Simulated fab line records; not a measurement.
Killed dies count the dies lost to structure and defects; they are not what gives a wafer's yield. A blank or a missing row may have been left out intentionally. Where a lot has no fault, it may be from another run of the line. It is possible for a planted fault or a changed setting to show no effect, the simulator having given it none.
Which tool was responsible? / flow n5-finfet / at 1 step of a route of 1938, 10 lots with 28 wafers sampled

WHAT THE GAUGES SHOWED, per wafer
N5_BEOL_M4_RC_MEAS_101.
lot=L835; measured=day 7 21:37; on=prober-02; DIBL_N (mV/V)=35.4 34.5 34.0
lot=L836; measured=day 7 22:20; on=prober-01; DIBL_N (mV/V)=36.1 36.0 34.9
lot=L837; measured=day 8 12:00; on=prober-01; DIBL_N (mV/V)=34.8 35.9 33.8
lot=L843; measured=day 9 17:02; on=prober-01; DIBL_N (mV/V)=36.0 36.4 36.3
lot=L845; measured=day 10 14:43; on=prober-01; DIBL_N (mV/V)=36.8 38.7 37.9
lot=L846; measured=day 10 20:29; on=prober-01; DIBL_N (mV/V)=37.3 34.3 36.1
lot=L852; measured=day 12 09:48; on=prober-02; DIBL_N (mV/V)=37.3 35.9
lot=L853; measured=day 12 13:02; on=prober-02; DIBL_N (mV/V)=35.2 35.1
lot=L857; measured=day 13 12:37; on=prober-02; DIBL_N (mV/V)=36.8 38.7 39.1
lot=L858; measured=day 13 15:45; on=prober-02; DIBL_N (mV/V)=34.6 34.9 35.7

WHICH TOOL RAN EACH LOT (tool, then ch and the chambers of the sampled wafers, then the start)
Record: no process step prior to these readings.

THE ANSWER, worked out from the rows above alone
Rule: what is usual is taken from the lots themselves. Put in order of their means at a reading, lots are off if they are a third of the lots or fewer, leave a main group of 4 or more, and stand apart from it by a gap of 3 or more times the standard deviation of the main group's means; of several such gaps the widest counts. A main group is skipped when, at the precision printed for the reading in the tables above, its means are all equal. Also off: a lot with no number at a reading for which 4 or more lots have one. Any other lot the step has rows for is counted as sound.
Across all readings shown, no lot is off: no conclusion can be drawn from this.

WHAT THE SIMULATOR HAD PUT IN
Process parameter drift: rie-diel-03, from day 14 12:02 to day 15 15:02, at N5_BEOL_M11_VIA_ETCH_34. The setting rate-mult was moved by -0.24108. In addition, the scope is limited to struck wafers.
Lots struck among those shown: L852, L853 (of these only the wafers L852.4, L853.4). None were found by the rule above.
